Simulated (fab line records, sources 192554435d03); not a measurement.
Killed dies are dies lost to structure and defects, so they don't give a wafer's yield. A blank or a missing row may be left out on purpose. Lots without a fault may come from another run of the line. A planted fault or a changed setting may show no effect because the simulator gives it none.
Chamber matching | flow n5_finfet | N5_BEOL_M8_ETCH_62 on rie_diel-06: 4 sister chambers
The step etches SOC in N2/H2, target depth 110 nm, overetch 22 nm, time 165 s. 18 wafers are shown with their chamber, then 9 later ones without.

WAFERS WITH THEIR CHAMBER
wafer  | chamber | showerhead_plenum_p_Torr (Torr) | drypump_motor_current_A (A) | throttle_valve_pct (%)
L074.3 | 3       | 2.48                            | 6.3                         | 17.58
L074.4 | 0       | 2.68                            | 5.6                         | 17.73
L074.6 | 2       | 2.52                            | 5.9                         | 18.13
L075.2 | 2       | 2.52                            | 5.9                         | 18.12
L075.4 | 3       | 2.48                            | 6.3                         | 17.59
L075.5 | 2       | 2.52                            | 5.9                         | 18.13
L076.1 | 3       | 2.48                            | 6.3                         | 17.58
L076.4 | 1       | 2.71                            | 6.4                         | 17.92
L076.6 | 3       | 2.48                            | 6.4                         | 17.57
L087.3 | 3       | 2.47                            | 6.3                         | 17.63
L087.4 | 1       | 2.70                            | 6.3                         | 17.96
L087.6 | 1       | 2.70                            | 6.3                         | 17.95
L083.2 | 0       | 2.67                            | 5.6                         | 17.79
L083.5 | 1       | 2.70                            | 6.3                         | 17.94
L083.6 | 2       | 2.51                            | 6.0                         | 18.17
L086.4 | 2       | 2.51                            | 5.9                         | 18.18
L086.5 | 1       | 2.70                            | 6.3                         | 17.97
L086.6 | 2       | 2.51                            | 5.9                         | 18.19

SIGNATURES (means of the wafers above)
reading                  | chamber 0 | chamber 1 | chamber 2 | chamber 3 | scatter within a chamber
showerhead_plenum_p_Torr | 2.6750    | 2.7020    | 2.5150    | 2.4780    | 0.00507
drypump_motor_current_A  | 5.600     | 6.320     | 5.917     | 6.320     | 0.0417
throttle_valve_pct       | 17.7600   | 17.9480   | 18.1533   | 17.5900   | 0.0267
Rule: a wafer's distance from a chamber is the root of the sum, over the readings, of the square of ((its reading less the chamber's mean) divided by the reading's scatter). The wafer belongs to the nearest chamber; if the next one is less than 2 further off, it can't be placed. The scatter: the root of (the sum of the squares of (reading less its chamber's mean) over the shown wafers, divided by (wafers less chambers)).

WAFERS WITHOUT THEIR CHAMBER
wafer  | showerhead_plenum_p_Torr (Torr) | drypump_motor_current_A (A) | throttle_valve_pct (%)
L089.1 | 2.66                            | 5.6                         | 17.82
L089.4 | 2.66                            | 5.6                         | 17.82
L089.6 | 2.46                            | 6.3                         | 17.66
L093.1 | 2.69                            | 6.3                         | 17.97
L093.2 | 2.46                            | 6.3                         | 17.66
L093.4 | 2.46                            | 6.3                         | 17.65
L097.1 | 2.69                            | 6.3                         | 17.97
L097.2 | 2.50                            | 5.9                         | 17.76
L097.5 | 2.50                            | 5.9                         | 17.77

WHICH CHAMBER EACH WENT THROUGH
wafer  | from the rows above     | in truth
L089.1 | 0                       | 0
L089.4 | 0                       | 0
L089.6 | 3                       | 3
L093.1 | 1                       | 1
L093.2 | 3                       | 3
L093.4 | 3                       | 3
L097.1 | 1                       | 1
L097.2 | 3                       | 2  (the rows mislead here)
L097.5 | can't be placed: 3 or 2 | 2
Placed correctly: 7 of 9. Can't be placed from these rows: 1 (the true chamber is among the candidates in 1). Placed wrongly: 1.
